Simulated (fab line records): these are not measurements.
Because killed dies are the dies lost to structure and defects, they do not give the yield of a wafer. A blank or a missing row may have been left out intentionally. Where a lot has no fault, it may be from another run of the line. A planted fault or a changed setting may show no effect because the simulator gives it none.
Chamber matching + flow n5-finfet + N5_SD_EPI_P_ETCHBACK_46 on rie-diel-01: 4 sister chambers
The step etches SiNx in CH3F/O2, stops on SiO2, target depth 17.5 nm. 14 wafers are shown with their chamber, then 6 later ones without.

== WAFERS, EACH WITH ITS CHAMBER ==
| wafer  | chamber | showerhead-plenum-p-Torr (Torr) | throttle-valve-pct (%) | oes-product-au (a.u.) |
|--------|---------|---------------------------------|------------------------|-----------------------|
| L674.2 | 1       | 2.07                            | 16.80                  | 0.61                  |
| L674.3 | 0       | 2.05                            | 16.45                  | 0.78                  |
| L676.1 | 0       | 2.05                            | 16.47                  | 0.77                  |
| L676.3 | 1       | 2.07                            | 16.80                  | 0.61                  |
| L676.6 | 1       | 2.07                            | 16.80                  | 0.60                  |
| L679.1 | 0       | 2.04                            | 16.47                  | 0.76                  |
| L679.4 | 1       | 2.07                            | 16.80                  | 0.61                  |
| L679.6 | 0       | 2.04                            | 16.48                  | 0.76                  |
| L681.1 | 2       | 1.88                            | 16.54                  | 0.60                  |
| L681.2 | 0       | 2.04                            | 16.48                  | 0.77                  |
| L681.3 | 1       | 2.07                            | 16.80                  | 0.60                  |
| L685.1 | 0       | 2.04                            | 16.50                  | 0.75                  |
| L685.4 | 3       | 2.04                            | 16.35                  | 0.76                  |
| L685.5 | 1       | 2.07                            | 16.80                  | 0.60                  |

SIGNATURES (averages over the wafers above)
| reading                  | chamber 0 | chamber 1 | chamber 2 | chamber 3 | scatter within a chamber |
|--------------------------|-----------|-----------|-----------|-----------|--------------------------|
| showerhead-plenum-p-Torr | 2.0433    | 2.0700    | 1.8800    | 2.0400    | 0.00365                  |
| throttle-valve-pct       | 16.4750   | 16.8000   | 16.5400   | 16.3500   | 0.0116                   |
| oes-product-au           | 0.7650    | 0.6050    | 0.6000    | 0.7600    | 0.00837                  |
Rule: a wafer's distance from a chamber is the root of the sum, over the readings, of the square of ((its reading less the chamber's mean) divided by the reading's scatter). The wafer belongs to the nearest chamber; if the next one is less than 2 further off, it can't be placed. How the scatter is found: for the shown wafers, subtract from each reading the mean of its chamber, square and add these, divide the total by (wafers less chambers), then take the root.

== WAFERS MISSING THEIR CHAMBER ==
| wafer  | showerhead-plenum-p-Torr (Torr) | throttle-valve-pct (%) | oes-product-au (a.u.) |
|--------|---------------------------------|------------------------|-----------------------|
| L692.3 | 2.03                            | 16.37                  | 0.74                  |
| L692.5 | 2.04                            | 16.53                  | 0.74                  |
| L692.6 | 2.06                            | 16.85                  | 0.59                  |
| L695.1 | 2.03                            | 16.36                  | 0.61                  |
| L695.3 | 2.04                            | 16.51                  | 0.73                  |
| L695.4 | 2.04                            | 16.51                  | 0.73                  |

== WHICH CHAMBER EACH WENT THROUGH ==
| wafer  | from the rows above | in truth |
|--------|---------------------|----------|
| L692.3 | 3                   | 3        |
| L692.5 | 0                   | 0        |
| L692.6 | 1                   | 1        |
| L695.1 | 3                   | 3        |
| L695.3 | 0                   | 0        |
| L695.4 | 0                   | 0        |
Correctly placed: 6 of 6. Left unplaced by these rows: 0. Number placed wrongly: 0.
